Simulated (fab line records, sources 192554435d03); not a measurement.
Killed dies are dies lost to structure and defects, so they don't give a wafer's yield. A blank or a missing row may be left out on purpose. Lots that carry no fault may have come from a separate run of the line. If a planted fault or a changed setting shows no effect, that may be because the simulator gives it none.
Split-lot experiment	flow n5_finfet	21 wafers read across 7 lots, on a route 1938 steps long

== ON THE SPLIT ==
At N5_BEOL_M0_SAQP_PECVD_03 (deposits SiCN from 3MS/NH3, target thk 12 nm, time 21.1 s), the setting time_s was moved away from the recipe's 21.1 s on 6 of the 21 wafers read, by -10.5% to +12.3%. For the rest of the wafers, this setting stayed at what the recipe calls for.

The reading comes from the split's own step.

== THE READING ==
SiCN_of_BEOL_M0_SAQP_PECVD_03.thk_nm (the simulator's own value, which no gauge read), in nm, at N5_BEOL_M0_SAQP_PECVD_03 (deposits SiCN from 3MS/NH3, target thk 12 nm, time 21.1 s). The file does not state a usual value for it. Average 12.0 nm, standard deviation 0.18 nm, over the 15 wafers here run with the recipe.

wafer	tool, chamber at the split	time_s as run, s	against the recipe	SiCN_of_BEOL_M0_SAQP_PECVD_03.thk_nm, nm	against lot-mates on the recipe
L074.2	pecvd-02, 2	21.1	recipe	12	-
L074.3	pecvd-02, 0	23.7	+12.3%	13.2	+1.1
L074.5	pecvd-02, 1	21.1	recipe	12.2	-
L075.3	pecvd-04, 2	20.02	-5.1%	11.4	-0.8
L075.4	pecvd-04, 2	20.02	-5.1%	11.4	-0.8
L075.5	pecvd-04, 0	21.1	recipe	12.2	-
L078.1	pecvd-01, 2	21.1	recipe	11.8	-
L078.3	pecvd-01, 1	22.83	+8.2%	13.2	+1.2
L078.4	pecvd-01, 0	21.1	recipe	12.2	-
L080.1	pecvd-04, 2	18.89	-10.5%	11	-1.2
L080.4	pecvd-04, 2	21.1	recipe	12.2	-
L080.6	pecvd-04, 0	18.89	-10.5%	11.6	-0.6
L086.3	pecvd-01, 1	21.1	recipe	11.8	-
L086.5	pecvd-01, 1	21.1	recipe	12.2	-
L086.6	pecvd-01, 0	21.1	recipe	12	-
L091.1	pecvd-04, 1,0,1	21.1	recipe	12	-
L091.2	pecvd-04, 1,0,1	21.1	recipe	12	-
L091.4	pecvd-04, 1,0,1	21.1	recipe	12	-
L097.1	pecvd-01, 2	21.1	recipe	11.8	-
L097.3	pecvd-01, 1	21.1	recipe	11.6	-
L097.5	pecvd-01, 2	21.1	recipe	12	-
If several chambers appear in one row, that row covers several wafers at once and the file leaves open which wafer was in which chamber.

THE FIT
A straight line over all 21 wafers: SiCN_of_BEOL_M0_SAQP_PECVD_03.thk_nm changes by +0.0934 nm for each +1% of time_s; r = +0.90; the points scatter about the line by 0.23 nm.
The same after taking each lot's own level away (the mean of its wafers on the recipe; 21 wafers): +0.103 nm for each +1%; r = +0.93; scatter 0.21 nm.
The reading moves by 1.3 nm for the largest change in time_s, on that fit.
The lots' own levels span 11.80 to 12.20 nm, that is 2.2 times the standard deviation above.
The two slopes are in agreement: the lot-to-lot level therefore moves the slope only a little.
Check: +1.37 nm against its lot-mates is what the line predicts for one of the wafers moved furthest among these (+12.3%) when that wafer is left out of the fit. It came out at +1.1 nm against them.

== OTHER SPLITS APPLIED TO THESE WAFERS ==
These wafers also went through other splits before the reading. Each is held against what the fit with the lots' levels taken away leaves over:
other split on the same wafers	wafers away from the commonest value	r with SiCN_of_BEOL_M0_SAQP_PECVD_03.thk_nm (lot level and that fit taken away)
N5_HKMG_FIN_COAT_43 spin_rpm	11	+0.05
N5_HKMG_FIN_PWFM_ALD_03 ald_cycles	5	+0.09
N5_GATE_CUT_ETCH_58 time_s	5	+0.17
N5_MOL_CONTACT_COAG_ALD_27 ald_cycles	7	-0.25
N5_MOL_CONTACT_COAG_PECVD_31 temp_c	4	-0.06

== FILE'S OWN FIT ==
SiCN_of_BEOL_M0_SAQP_PECVD_03.thk_nm changes by +0.104 nm for each +1% of time_s, r = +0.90.
